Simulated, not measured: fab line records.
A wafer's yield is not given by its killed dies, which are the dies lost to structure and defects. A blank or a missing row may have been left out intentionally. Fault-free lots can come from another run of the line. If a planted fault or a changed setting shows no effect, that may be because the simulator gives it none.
Matching of chambers -- flow nand harc -- NHARC_A_M0_CMP_23 on cmp-03 has 4 sister chambers
The step polishes, t overpolish 20 s, target thk 113.75 nm. 8 wafers are shown with their chamber, then 7 later ones without.

WAFERS, EACH WITH ITS CHAMBER
wafer,chamber,motor current A (A),time to endpoint s (s)
L771.6,3,10.6,31.1
L773.5,3,10.5,30.7
L773.6,2,15.6,26.6
L778.3,0,13.8,31.1
L778.4,1,12.8,27.9
L778.5,2,14.7,27.9
L780.2,0,13.0,36.5
L780.3,1,12.5,29.7

WAFERS WHOSE CHAMBER IS MISSING
wafer,motor current A (A),time to endpoint s (s)
L780.4,9.5,34.2
L787.1,13.1,28.9
L787.2,9.9,30.5
L787.5,13.0,33.0
L789.1,14.6,27.1
L789.3,12.5,29.9
L789.5,12.8,26.5

WHICH CHAMBER EACH WENT THROUGH
wafer,from the rows above,in truth
L780.4,3,3
L787.1,can't be placed: 1 or 0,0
L787.2,3,3
L787.5,can't be placed: 0 or 1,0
L789.1,2,2
L789.3,1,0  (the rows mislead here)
L789.5,1,1
Placed correctly: 4 of 7. Can't be placed from these rows: 2 (the true chamber is among the candidates in 2). Wrongly placed: 1.
How it was worked out, from the rows above alone: a wafer's distance from a chamber is the root of the sum, over the readings, of the square of ((its reading less the chamber's mean) divided by the reading's scatter). The wafer belongs to the nearest chamber; if the next one is less than 2 further off, it can't be placed. A chamber's mean is the mean of its shown wafers. The scatter: the root of (the sum of the squares of (reading less its chamber's mean) over the shown wafers, divided by (wafers less chambers)).
